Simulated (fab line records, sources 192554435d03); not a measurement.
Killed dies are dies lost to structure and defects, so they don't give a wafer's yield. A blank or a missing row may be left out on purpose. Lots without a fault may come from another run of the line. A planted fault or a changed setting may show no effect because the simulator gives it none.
Chamber matching | flow n5_finfet | N5_BEOL_M7_PECVD_70 on pecvd-03: 3 sister chambers
The step deposits SiO2 from TEOS/O2, target thk 20 nm, time 22.7 s. 20 wafers are shown with their chamber, then 10 later ones without.

WAFERS WITH THEIR CHAMBER
wafer  | chamber | throttle_valve_pct (%) | showerhead_plenum_p_Torr (Torr) | heater_power_w (W)
L074.1 | 0       | 23.6                   | 8.90                            | 812
L074.4 | 0       | 24.2                   | 8.91                            | 797
L074.6 | 2       | 20.1                   | 8.86                            | 762
L077.3 | 0       | 23.8                   | 8.90                            | 736
L077.5 | 0       | 23.7                   | 8.88                            | 744
L077.6 | 1       | 23.4                   | 8.67                            | 666
L078.1 | 0       | 23.8                   | 8.87                            | 791
L078.5 | 0       | 24.1                   | 8.87                            | 774
L078.6 | 1       | 24.0                   | 8.69                            | 638
L081.2 | 0       | 23.9                   | 8.91                            | 674
L081.4 | 0       | 23.8                   | 8.88                            | 666
L081.5 | 1       | 23.6                   | 8.69                            | 677
L080.1 | 1       | 23.6                   | 8.70                            | 638
L080.3 | 0       | 24.1                   | 8.88                            | 762
L080.6 | 2       | 20.1                   | 8.84                            | 847
L084.4 | 2       | 20.1                   | 8.85                            | 735
L084.5 | 1       | 23.8                   | 8.70                            | 699
L084.6 | 0       | 24.0                   | 8.90                            | 770
L086.2 | 1       | 23.7                   | 8.67                            | 647
L086.5 | 2       | 20.5                   | 8.84                            | 766

SIGNATURES (means of the wafers above)
reading                  | chamber 0 | chamber 1 | chamber 2 | scatter within a chamber
throttle_valve_pct       | 23.900    | 23.683    | 20.200    | 0.198
showerhead_plenum_p_Torr | 8.8900    | 8.6867    | 8.8475    | 0.0142
heater_power_w           | 752.60    | 660.83    | 777.50    | 43.3
Rule: a wafer's distance from a chamber is the root of the sum, over the readings, of the square of ((its reading less the chamber's mean) divided by the reading's scatter). The wafer belongs to the nearest chamber; if the next one is less than 2 further off, it can't be placed. The scatter: the root of (the sum of the squares of (reading less its chamber's mean) over the shown wafers, divided by (wafers less chambers)).

WAFERS WITHOUT THEIR CHAMBER
wafer  | throttle_valve_pct (%) | showerhead_plenum_p_Torr (Torr) | heater_power_w (W)
L086.6 | 23.7                   | 8.67                            | 667
L089.1 | 24.1                   | 8.87                            | 795
L089.5 | 20.0                   | 8.84                            | 880
L089.6 | 23.7                   | 8.70                            | 601
L090.1 | 23.4                   | 8.68                            | 747
L090.4 | 23.8                   | 8.68                            | 736
L090.6 | 24.0                   | 8.87                            | 693
L096.1 | 24.1                   | 8.89                            | 765
L096.2 | 20.6                   | 8.83                            | 891
L096.4 | 20.4                   | 8.84                            | 866

WHICH CHAMBER EACH WENT THROUGH
wafer  | from the rows above | in truth
L086.6 | 1                   | 1
L089.1 | 0                   | 0
L089.5 | 2                   | 2
L089.6 | 1                   | 1
L090.1 | 1                   | 1
L090.4 | 1                   | 1
L090.6 | 0                   | 0
L096.1 | 0                   | 0
L096.2 | 2                   | 2
L096.4 | 2                   | 2
Placed correctly: 10 of 10. Can't be placed from these rows: 0. Placed wrongly: 0.
